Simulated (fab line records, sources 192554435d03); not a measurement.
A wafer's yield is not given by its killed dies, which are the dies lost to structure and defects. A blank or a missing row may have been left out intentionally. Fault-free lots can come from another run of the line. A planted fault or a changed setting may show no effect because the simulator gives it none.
2 desks looking at one fault / flow n5_finfet / numbers are kept per desk, each desk with only its own; the story behind them comes last

## AT THE METROLOGY DESK
Means of the sampled wafers that have a number, per lot and without regard to the tool the lot ran on: this is what the gauges read. Any lot whose mean is over 4 standard deviations away from the usual mean is out of limits and marked OUT; that distance is given in the brackets. Shown here are 7 of its 10 readings, the ones lying furthest out on some lot.
Columns: A = DIBL_N at N5_BEOL_M4_RC_MEAS_101, usual 35.0 mV/V; B = DIBL_P at N5_BEOL_M4_RC_MEAS_101, usual 35.4 mV/V; C = IOFF_N at N5_BEOL_M4_RC_MEAS_101, usual 0.14 nA/um; D = IOFF_P at N5_BEOL_M4_RC_MEAS_101, usual 0.20 nA/um; E = SS_N at N5_BEOL_M4_RC_MEAS_101, usual 71.2 mV/dec; F = SS_P at N5_BEOL_M4_RC_MEAS_101, usual 73.1 mV/dec; G = VT_N at N5_BEOL_M4_RC_MEAS_101, usual 252 mV
lot=L429; first seen here=day 8 04:15; A=33.2; B=35.0; C=0.13; D=0.20; E=70.3; F=72.8; G=249
lot=L433; first seen here=day 8 17:31; A=40.7; B=43.0; C=0.27; D=0.34; E=72.8; F=75.1; G=243
lot=L434; first seen here=day 9 04:11; A=34.7; B=34.8; C=0.16; D=0.21; E=71.2; F=73.0; G=250
lot=L438; first seen here=day 9 20:46; A=33.9; B=35.0; C=0.12; D=0.17; E=71.6; F=72.8; G=255
lot=L437; first seen here=day 10 06:08; A=34.7; B=36.1; C=0.14; D=0.20; E=71.3; F=73.0; G=250
lot=L443; first seen here=day 11 16:23; A=34.8; B=34.7; C=0.12; D=0.17; E=70.6; F=72.6; G=253
lot=L446; first seen here=day 12 12:14; A=33.3; B=34.6; C=0.13; D=0.18; E=71.4; F=72.7; G=253
lot=L448; first seen here=day 12 12:53; A=37.0; B=36.0; C=0.17; D=0.23; E=71.7; F=73.8; G=250
lot=L449; first seen here=day 12 18:19; A=33.0; B=32.8; C=0.09; D=0.16; E=71.0; F=72.5; G=260
lot=L451; first seen here=day 13 14:25; A=34.7; B=37.8; C=0.15; D=0.21; E=71.7; F=73.5; G=248
lot=L452; first seen here=day 13 23:25; A=34.2; B=35.0; C=0.12; D=0.18; E=70.8; F=73.2; G=254
Result from this desk: across the 11 lots, nothing is out of limits.

## THE DEFECT DESK
Lot by lot, what the route's inspections counted, given as the mean of those sampled wafers with a number. Any lot whose mean is over 4 standard deviations away from the usual mean is out of limits and marked OUT; that distance is given in the brackets.
Columns: A = raw_defect_count at N5_BEOL_M0_INSPECT_127, usual 63
lot=L429; first seen here=day 5 23:37; A=53
lot=L433; first seen here=day 6 23:24; A=46
lot=L434; first seen here=day 7 09:50; A=80
lot=L437; first seen here=day 8 03:17; A=53
lot=L438; first seen here=day 8 04:49; A=72
lot=L443; first seen here=day 9 09:44; A=84
lot=L446; first seen here=day 10 07:01; A=61
lot=L448; first seen here=day 10 15:16; A=79
lot=L449; first seen here=day 11 01:16; A=56
lot=L451; first seen here=day 11 09:40; A=39
lot=L452; first seen here=day 11 23:50; A=32
Result from this desk: across the 11 lots, nothing is out of limits.

## TAKEN TOGETHER
The metrology desk saw nothing out of limits.
Nothing the defect desk looked at was out of limits.

## WHAT WAS PUT IN BY THE SIMULATOR
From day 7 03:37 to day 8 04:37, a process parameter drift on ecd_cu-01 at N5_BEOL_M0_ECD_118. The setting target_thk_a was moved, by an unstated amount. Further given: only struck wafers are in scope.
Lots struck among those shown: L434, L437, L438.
